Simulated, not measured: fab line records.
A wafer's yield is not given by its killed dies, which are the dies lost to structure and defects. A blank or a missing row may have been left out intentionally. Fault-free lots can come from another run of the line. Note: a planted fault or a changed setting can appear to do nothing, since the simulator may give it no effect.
Split-lot study / flow n5_finfet / 7 lots, 21 wafers read, on a route of 1938 steps

ON THE SPLIT
At N5_SDB_COAT_05 (resist thk 90 nm), the setting spin_rpm was moved away from the recipe's 1500 rpm on 7 of the 21 wafers read, by -4.5% to +11.1%. This setting was run at the recipe's value on the other wafers.

FROM THE SPLIT TO THE READING: what the file shows between them, 4 steps
- N5_SDB_EBR_07
- N5_SDB_SOFTBAKE_06: time 60 s
- N5_SDB_EXPOSE_08: exposes mask SDB
- N5_SDB_PEB_09: peb time 60 s

THE READING
CAR-ArF_of_SDB_COAT_05.thk_nm (the simulator's own value, which no gauge read), in nm, at N5_SDB_DEVELOP_10 (develop time 30 s). There is no usual value for it anywhere in the file. The 14 wafers here that ran the recipe average 88.2 nm, standard deviation 0.16 nm.

wafer=L077.2; tool, chamber at the split=litho_track-04, 0; spin_rpm as run, rpm=1556; against the recipe=+3.7%; CAR-ArF_of_SDB_COAT_05.thk_nm, nm=86.4; against lot-mates on the recipe=-1.6
wafer=L077.5; tool, chamber at the split=litho_track-04, 0; spin_rpm as run, rpm=1556; against the recipe=+3.7%; CAR-ArF_of_SDB_COAT_05.thk_nm, nm=86.4; against lot-mates on the recipe=-1.6
wafer=L077.3; tool, chamber at the split=litho_track-04, 0; spin_rpm as run, rpm=1500; against the recipe=recipe; CAR-ArF_of_SDB_COAT_05.thk_nm, nm=88; against lot-mates on the recipe=-
wafer=L083.1; tool, chamber at the split=litho_track-02, 0; spin_rpm as run, rpm=1433; against the recipe=-4.5%; CAR-ArF_of_SDB_COAT_05.thk_nm, nm=90.2; against lot-mates on the recipe=+2.0
wafer=L083.4; tool, chamber at the split=litho_track-02, 0; spin_rpm as run, rpm=1500; against the recipe=recipe; CAR-ArF_of_SDB_COAT_05.thk_nm, nm=88.2; against lot-mates on the recipe=-
wafer=L083.5; tool, chamber at the split=litho_track-02, 0; spin_rpm as run, rpm=1500; against the recipe=recipe; CAR-ArF_of_SDB_COAT_05.thk_nm, nm=88.2; against lot-mates on the recipe=-
wafer=L085.1; tool, chamber at the split=litho_track-02, 0; spin_rpm as run, rpm=1500; against the recipe=recipe; CAR-ArF_of_SDB_COAT_05.thk_nm, nm=88.2; against lot-mates on the recipe=-
wafer=L085.2; tool, chamber at the split=litho_track-02, 0; spin_rpm as run, rpm=1500; against the recipe=recipe; CAR-ArF_of_SDB_COAT_05.thk_nm, nm=88.2; against lot-mates on the recipe=-
wafer=L085.4; tool, chamber at the split=litho_track-02, 0; spin_rpm as run, rpm=1500; against the recipe=recipe; CAR-ArF_of_SDB_COAT_05.thk_nm, nm=88.2; against lot-mates on the recipe=-
wafer=L086.3; tool, chamber at the split=litho_track-05, 0; spin_rpm as run, rpm=1500; against the recipe=recipe; CAR-ArF_of_SDB_COAT_05.thk_nm, nm=88.6; against lot-mates on the recipe=-
wafer=L086.4; tool, chamber at the split=litho_track-05, 0; spin_rpm as run, rpm=1666; against the recipe=+11.1%; CAR-ArF_of_SDB_COAT_05.thk_nm, nm=84; against lot-mates on the recipe=-4.5
wafer=L086.6; tool, chamber at the split=litho_track-05, 0; spin_rpm as run, rpm=1500; against the recipe=recipe; CAR-ArF_of_SDB_COAT_05.thk_nm, nm=88.4; against lot-mates on the recipe=-
wafer=L089.1; tool, chamber at the split=litho_track-04, 0; spin_rpm as run, rpm=1500; against the recipe=recipe; CAR-ArF_of_SDB_COAT_05.thk_nm, nm=88.2; against lot-mates on the recipe=-
wafer=L089.5; tool, chamber at the split=litho_track-04, 0; spin_rpm as run, rpm=1500; against the recipe=recipe; CAR-ArF_of_SDB_COAT_05.thk_nm, nm=88.2; against lot-mates on the recipe=-
wafer=L089.6; tool, chamber at the split=litho_track-04, 0; spin_rpm as run, rpm=1627; against the recipe=+8.5%; CAR-ArF_of_SDB_COAT_05.thk_nm, nm=84.6; against lot-mates on the recipe=-3.6
wafer=L094.2; tool, chamber at the split=litho_track-02, 0; spin_rpm as run, rpm=1587; against the recipe=+5.8%; CAR-ArF_of_SDB_COAT_05.thk_nm, nm=85.6; against lot-mates on the recipe=-2.4
wafer=L094.3; tool, chamber at the split=litho_track-02, 0; spin_rpm as run, rpm=1500; against the recipe=recipe; CAR-ArF_of_SDB_COAT_05.thk_nm, nm=88; against lot-mates on the recipe=-
wafer=L094.4; tool, chamber at the split=litho_track-02, 0; spin_rpm as run, rpm=1500; against the recipe=recipe; CAR-ArF_of_SDB_COAT_05.thk_nm, nm=88; against lot-mates on the recipe=-
wafer=L095.1; tool, chamber at the split=litho_track-02, 0; spin_rpm as run, rpm=1664; against the recipe=+10.9%; CAR-ArF_of_SDB_COAT_05.thk_nm, nm=83.6; against lot-mates on the recipe=-4.5
wafer=L095.2; tool, chamber at the split=litho_track-02, 0; spin_rpm as run, rpm=1500; against the recipe=recipe; CAR-ArF_of_SDB_COAT_05.thk_nm, nm=88.2; against lot-mates on the recipe=-
wafer=L095.6; tool, chamber at the split=litho_track-02, 0; spin_rpm as run, rpm=1500; against the recipe=recipe; CAR-ArF_of_SDB_COAT_05.thk_nm, nm=88; against lot-mates on the recipe=-

FIT RESULTS
A straight line over all 21 wafers: CAR-ArF_of_SDB_COAT_05.thk_nm changes by -0.414 nm for each +1% of spin_rpm; r = -0.99; the points scatter about the line by 0.19 nm.
The same after taking each lot's own level away (the mean of its wafers on the recipe; 21 wafers): -0.416 nm for each +1%; r = -1.00; scatter 0.066 nm.
Per that fit: largest spin_rpm move, reading shift of 4.6 nm.
Measured against the standard deviation above, the lots' own levels, which go from 88.00 to 88.50 nm, span 3.1 times it.
Hence the lot-to-lot level has little effect on the slope; both slopes agree.
Check: for one of the wafers moved furthest among these (+11.1%), held out of the fit, the line's prediction against its lot-mates is -4.65 nm. It came out at -4.5 nm against them.

THE OTHER SPLITS THESE WAFERS WENT THROUGH
Other splits were also applied to these wafers ahead of the reading. Each is held against what the fit with the lots' levels taken away leaves over:
other split on the same wafers=N5_WELL_APT_COAT_02 spin_rpm; wafers away from the commonest value=5; r with CAR-ArF_of_SDB_COAT_05.thk_nm (lot level and that fit taken away)=-0.01
other split on the same wafers=N5_FIN_CUT_ETCH_21 time_s; wafers away from the commonest value=9; r with CAR-ArF_of_SDB_COAT_05.thk_nm (lot level and that fit taken away)=-0.20
other split on the same wafers=N5_SD_EPI_N_EPI_21 epi_growth_time_s; wafers away from the commonest value=4; r with CAR-ArF_of_SDB_COAT_05.thk_nm (lot level and that fit taken away)=-0.19
other split on the same wafers=N5_SDB_COAT_03 spin_rpm; wafers away from the commonest value=7; r with CAR-ArF_of_SDB_COAT_05.thk_nm (lot level and that fit taken away)=-0.01

THE WHOLE CHAIN: every reading that the file lists as answering this split, in the file's order
step=N5_SDB_COAT_05; what it does=resist thk 90 nm; reading=CAR-ArF_of_SDB_COAT_05.thk_nm (the simulator's own value, which no gauge read); change (the file's fit)=-0.42 nm for each +1% of the setting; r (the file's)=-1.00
step=N5_SDB_DEVELOP_10; what it does=develop time 30 s; reading=CAR-ArF_of_SDB_COAT_05.thk_nm (the simulator's own value, which no gauge read); change (the file's fit)=-0.415 nm for each +1% of the setting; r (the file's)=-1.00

FILE'S OWN FIT
CAR-ArF_of_SDB_COAT_05.thk_nm changes by -0.415 nm for each +1% of spin_rpm, r = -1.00.
